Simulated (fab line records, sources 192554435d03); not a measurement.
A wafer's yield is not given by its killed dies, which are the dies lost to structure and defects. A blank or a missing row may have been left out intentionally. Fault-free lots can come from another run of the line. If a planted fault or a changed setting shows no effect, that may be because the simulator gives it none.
Split-lot trial || flow n5_finfet || 7 lots, 39 wafers read, on a route of 1938 steps

## THE SPLIT
At N5_ZERO_LAYER_PECVD_02 (deposits SiO2 from SiH4/N2O, target thk 10 nm, time 6 s), the setting time_s was moved away from the recipe's 6 s on 12 of the 39 wafers read, by +29.1% to +53.9%. All remaining wafers had this setting at the recipe value.

Reading taken at the split's own step.

## THE READING
SiO2_of_ZERO_LAYER_PECVD_02.thk_nm (the simulator's own value, which no gauge read), in nm, at N5_ZERO_LAYER_PECVD_02 (deposits SiO2 from SiH4/N2O, target thk 10 nm, time 6 s). There is no usual value for it anywhere in the file. Here, 27 wafers ran the recipe; their average is 10.009 nm with a standard deviation of 0.16 nm.

{"wafer": "L079.2", "tool, chamber at the split": "pecvd-03, 0", "time_s as run, s": 6, "against the recipe": "recipe", "SiO2_of_ZERO_LAYER_PECVD_02.thk_nm, nm": 10.06, "against lot-mates on the recipe": "-"}
{"wafer": "L079.3", "tool, chamber at the split": "pecvd-03, 2", "time_s as run, s": 6, "against the recipe": "recipe", "SiO2_of_ZERO_LAYER_PECVD_02.thk_nm, nm": 10.2, "against lot-mates on the recipe": "-"}
{"wafer": "L079.5", "tool, chamber at the split": "pecvd-03, 1", "time_s as run, s": 6, "against the recipe": "recipe", "SiO2_of_ZERO_LAYER_PECVD_02.thk_nm, nm": 10.25, "against lot-mates on the recipe": "-"}
{"wafer": "L083.1", "tool, chamber at the split": "pecvd-01, 2", "time_s as run, s": 6, "against the recipe": "recipe", "SiO2_of_ZERO_LAYER_PECVD_02.thk_nm, nm": 10.03, "against lot-mates on the recipe": "-"}
{"wafer": "L083.2", "tool, chamber at the split": "pecvd-01, 0", "time_s as run, s": 9.234, "against the recipe": "+53.9%", "SiO2_of_ZERO_LAYER_PECVD_02.thk_nm, nm": 15.34, "against lot-mates on the recipe": "+5.373"}
{"wafer": "L083.3", "tool, chamber at the split": "pecvd-01, 1", "time_s as run, s": 6, "against the recipe": "recipe", "SiO2_of_ZERO_LAYER_PECVD_02.thk_nm, nm": 9.914, "against lot-mates on the recipe": "-"}
{"wafer": "L083.4", "tool, chamber at the split": "pecvd-01, 0", "time_s as run, s": 9.234, "against the recipe": "+53.9%", "SiO2_of_ZERO_LAYER_PECVD_02.thk_nm, nm": 15.49, "against lot-mates on the recipe": "+5.523"}
{"wafer": "L083.5", "tool, chamber at the split": "pecvd-01, 2", "time_s as run, s": 9.234, "against the recipe": "+53.9%", "SiO2_of_ZERO_LAYER_PECVD_02.thk_nm, nm": 15.51, "against lot-mates on the recipe": "+5.543"}
{"wafer": "L083.6", "tool, chamber at the split": "pecvd-01, 1", "time_s as run, s": 6, "against the recipe": "recipe", "SiO2_of_ZERO_LAYER_PECVD_02.thk_nm, nm": 9.956, "against lot-mates on the recipe": "-"}
{"wafer": "L084.1", "tool, chamber at the split": "pecvd-03, 0", "time_s as run, s": 6, "against the recipe": "recipe", "SiO2_of_ZERO_LAYER_PECVD_02.thk_nm, nm": 9.995, "against lot-mates on the recipe": "-"}
{"wafer": "L084.2", "tool, chamber at the split": "pecvd-03, 1", "time_s as run, s": 6, "against the recipe": "recipe", "SiO2_of_ZERO_LAYER_PECVD_02.thk_nm, nm": 10.02, "against lot-mates on the recipe": "-"}
{"wafer": "L084.3", "tool, chamber at the split": "pecvd-03, 2,1", "time_s as run, s": 6, "against the recipe": "recipe", "SiO2_of_ZERO_LAYER_PECVD_02.thk_nm, nm": 10.16, "against lot-mates on the recipe": "-"}
{"wafer": "L084.5", "tool, chamber at the split": "pecvd-03, 2,1", "time_s as run, s": 6, "against the recipe": "recipe", "SiO2_of_ZERO_LAYER_PECVD_02.thk_nm, nm": 10.16, "against lot-mates on the recipe": "-"}
{"wafer": "L084.4", "tool, chamber at the split": "pecvd-03, 2", "time_s as run, s": 6, "against the recipe": "recipe", "SiO2_of_ZERO_LAYER_PECVD_02.thk_nm, nm": 10.28, "against lot-mates on the recipe": "-"}
{"wafer": "L084.6", "tool, chamber at the split": "pecvd-03, 0", "time_s as run, s": 6, "against the recipe": "recipe", "SiO2_of_ZERO_LAYER_PECVD_02.thk_nm, nm": 10.03, "against lot-mates on the recipe": "-"}
{"wafer": "L085.1", "tool, chamber at the split": "pecvd-03, 1", "time_s as run, s": 6, "against the recipe": "recipe", "SiO2_of_ZERO_LAYER_PECVD_02.thk_nm, nm": 9.994, "against lot-mates on the recipe": "-"}
{"wafer": "L085.2", "tool, chamber at the split": "pecvd-03, 0", "time_s as run, s": 7.965, "against the recipe": "+32.7%", "SiO2_of_ZERO_LAYER_PECVD_02.thk_nm, nm": 13.06, "against lot-mates on the recipe": "+2.982"}
{"wafer": "L085.3", "tool, chamber at the split": "pecvd-03, 2", "time_s as run, s": 7.965, "against the recipe": "+32.7%", "SiO2_of_ZERO_LAYER_PECVD_02.thk_nm, nm": 13.29, "against lot-mates on the recipe": "+3.212"}
{"wafer": "L085.4", "tool, chamber at the split": "pecvd-03, 2", "time_s as run, s": 6, "against the recipe": "recipe", "SiO2_of_ZERO_LAYER_PECVD_02.thk_nm, nm": 10.22, "against lot-mates on the recipe": "-"}
{"wafer": "L085.5", "tool, chamber at the split": "pecvd-03, 0", "time_s as run, s": 6, "against the recipe": "recipe", "SiO2_of_ZERO_LAYER_PECVD_02.thk_nm, nm": 10.02, "against lot-mates on the recipe": "-"}
{"wafer": "L085.6", "tool, chamber at the split": "pecvd-03, 1", "time_s as run, s": 7.965, "against the recipe": "+32.7%", "SiO2_of_ZERO_LAYER_PECVD_02.thk_nm, nm": 13.42, "against lot-mates on the recipe": "+3.342"}
{"wafer": "L087.1", "tool, chamber at the split": "pecvd-01, 0", "time_s as run, s": 6, "against the recipe": "recipe", "SiO2_of_ZERO_LAYER_PECVD_02.thk_nm, nm": 10, "against lot-mates on the recipe": "-"}
{"wafer": "L087.2", "tool, chamber at the split": "pecvd-01, 2", "time_s as run, s": 8.167, "against the recipe": "+36.1%", "SiO2_of_ZERO_LAYER_PECVD_02.thk_nm, nm": 13.58, "against lot-mates on the recipe": "+3.660"}
{"wafer": "L087.3", "tool, chamber at the split": "pecvd-01, 1", "time_s as run, s": 6, "against the recipe": "recipe", "SiO2_of_ZERO_LAYER_PECVD_02.thk_nm, nm": 9.69, "against lot-mates on the recipe": "-"}
{"wafer": "L087.4", "tool, chamber at the split": "pecvd-01, 2", "time_s as run, s": 6, "against the recipe": "recipe", "SiO2_of_ZERO_LAYER_PECVD_02.thk_nm, nm": 10.07, "against lot-mates on the recipe": "-"}
{"wafer": "L087.5", "tool, chamber at the split": "pecvd-01, 0", "time_s as run, s": 8.167, "against the recipe": "+36.1%", "SiO2_of_ZERO_LAYER_PECVD_02.thk_nm, nm": 13.7, "against lot-mates on the recipe": "+3.780"}
{"wafer": "L087.6", "tool, chamber at the split": "pecvd-01, 1", "time_s as run, s": 8.167, "against the recipe": "+36.1%", "SiO2_of_ZERO_LAYER_PECVD_02.thk_nm, nm": 13.6, "against lot-mates on the recipe": "+3.680"}
{"wafer": "L088.1", "tool, chamber at the split": "pecvd-03, 0", "time_s as run, s": 7.747, "against the recipe": "+29.1%", "SiO2_of_ZERO_LAYER_PECVD_02.thk_nm, nm": 12.4, "against lot-mates on the recipe": "+2.586"}
{"wafer": "L088.2", "tool, chamber at the split": "pecvd-03, 1", "time_s as run, s": 7.747, "against the recipe": "+29.1%", "SiO2_of_ZERO_LAYER_PECVD_02.thk_nm, nm": 12.56, "against lot-mates on the recipe": "+2.746"}
{"wafer": "L088.3", "tool, chamber at the split": "pecvd-03, 2", "time_s as run, s": 6, "against the recipe": "recipe", "SiO2_of_ZERO_LAYER_PECVD_02.thk_nm, nm": 9.893, "against lot-mates on the recipe": "-"}
{"wafer": "L088.4", "tool, chamber at the split": "pecvd-03, 2", "time_s as run, s": 7.747, "against the recipe": "+29.1%", "SiO2_of_ZERO_LAYER_PECVD_02.thk_nm, nm": 12.87, "against lot-mates on the recipe": "+3.056"}
{"wafer": "L088.5", "tool, chamber at the split": "pecvd-03, 1", "time_s as run, s": 6, "against the recipe": "recipe", "SiO2_of_ZERO_LAYER_PECVD_02.thk_nm, nm": 9.829, "against lot-mates on the recipe": "-"}
{"wafer": "L088.6", "tool, chamber at the split": "pecvd-03, 0", "time_s as run, s": 6, "against the recipe": "recipe", "SiO2_of_ZERO_LAYER_PECVD_02.thk_nm, nm": 9.72, "against lot-mates on the recipe": "-"}
{"wafer": "L092.1", "tool, chamber at the split": "pecvd-03, 0", "time_s as run, s": 6, "against the recipe": "recipe", "SiO2_of_ZERO_LAYER_PECVD_02.thk_nm, nm": 9.715, "against lot-mates on the recipe": "-"}
{"wafer": "L092.2", "tool, chamber at the split": "pecvd-03, 2", "time_s as run, s": 6, "against the recipe": "recipe", "SiO2_of_ZERO_LAYER_PECVD_02.thk_nm, nm": 9.886, "against lot-mates on the recipe": "-"}
{"wafer": "L092.3", "tool, chamber at the split": "pecvd-03, 1", "time_s as run, s": 6, "against the recipe": "recipe", "SiO2_of_ZERO_LAYER_PECVD_02.thk_nm, nm": 9.907, "against lot-mates on the recipe": "-"}
{"wafer": "L092.4", "tool, chamber at the split": "pecvd-03, 2", "time_s as run, s": 6, "against the recipe": "recipe", "SiO2_of_ZERO_LAYER_PECVD_02.thk_nm, nm": 10.24, "against lot-mates on the recipe": "-"}
{"wafer": "L092.5", "tool, chamber at the split": "pecvd-03, 0", "time_s as run, s": 6, "against the recipe": "recipe", "SiO2_of_ZERO_LAYER_PECVD_02.thk_nm, nm": 9.895, "against lot-mates on the recipe": "-"}
{"wafer": "L092.6", "tool, chamber at the split": "pecvd-03, 1", "time_s as run, s": 6, "against the recipe": "recipe", "SiO2_of_ZERO_LAYER_PECVD_02.thk_nm, nm": 10.11, "against lot-mates on the recipe": "-"}
The file does not say which wafer passed through which chamber wherever a row lists several chambers: such a row stands for several wafers.

FIT RESULTS
A straight line over all 39 wafers: SiO2_of_ZERO_LAYER_PECVD_02.thk_nm changes by +0.0991 nm for each +1% of time_s; r = +1.00; the points scatter about the line by 0.18 nm.
The same after taking each lot's own level away (the mean of its wafers on the recipe; 39 wafers): +0.1 nm for each +1%; r = +1.00; scatter 0.14 nm.
That fit puts the effect of the largest move of time_s on the reading at 5.4 nm.
The lots' own levels span 9.8140 to 10.1700 nm, that is 2.2 times the standard deviation above.
So the lot-to-lot level changes the slope little: the two slopes agree.
Check: for one of the wafers moved furthest among these (+53.9%), held out of the fit, the line's prediction against its lot-mates is +5.41 nm. It came out at +5.37 nm against them.

## THE FILE'S OWN FIT
SiO2_of_ZERO_LAYER_PECVD_02.thk_nm changes by +0.1 nm for each +1% of time_s, r = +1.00.
